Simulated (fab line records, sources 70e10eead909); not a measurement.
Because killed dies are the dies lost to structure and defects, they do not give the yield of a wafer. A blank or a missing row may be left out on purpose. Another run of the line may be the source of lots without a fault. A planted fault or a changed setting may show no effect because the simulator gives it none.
Chamber matching | flow nand harc | NHARC_A_CHANNEL_FILL_D1_ALD_25 on ald hk-04 has 4 sister chambers
The step deposits SiOx, target thk 60 nm, pulse time 10 s, ald cycles 600. 4 wafers are shown with their chamber, then 11 later ones without.

== WAFERS PAIRED WITH THEIR CHAMBERS ==
wafer  | chamber | heater power w (W)
L083.3 | 3       | 524
L084.5 | 0       | 462
L084.6 | 1       | 459
L085.2 | 2       | 534

== WAFERS WHOSE CHAMBER IS MISSING ==
wafer  | heater power w (W)
L085.1 | 466
L085.6 | 456
L086.4 | 529
L086.5 | 461
L086.6 | 458
L097.2 | 526
L097.3 | 539
L097.1 | 482
L097.4 | 484
L097.6 | 535
L097.5 | 547

== WHICH CHAMBER EACH WENT THROUGH ==
wafer  | from the rows above          | in truth
L085.1 | can't be placed: 0 or 1      | 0
L085.6 | can't be placed: 1 or 0      | 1
L086.4 | can't be placed: 2 or 3      | 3
L086.5 | can't be placed: 0 or 1      | 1
L086.6 | can't be placed: 1 or 0      | 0
L097.2 | can't be placed: 3 or 2      | 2
L097.3 | can't be placed: 2 or 3      | 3
L097.1 | can't be placed: 0 or 1      | 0
L097.4 | can't be placed: 0 or 1 or 3 | 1
L097.6 | can't be placed: 2 or 3      | 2
L097.5 | can't be placed: 2 or 3      | 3
0 of 11 placed correctly. Can't be placed from these rows: 11 (the true chamber is among the candidates in 11). Wrongly placed: 0.
How it was worked out, from the rows above alone: a wafer's distance from a chamber is the root of the sum, over the readings, of the square of ((its reading less the chamber's mean) divided by the reading's scatter). If the next closest chamber is less than 2 further off than the closest, the wafer can't be placed; otherwise it belongs to the closest. A chamber's mean is the mean of its shown wafers. The scatter (one wafer shown for each chamber): square how far every hidden wafer sits from the nearest shown wafer, average those squares and take the square root.
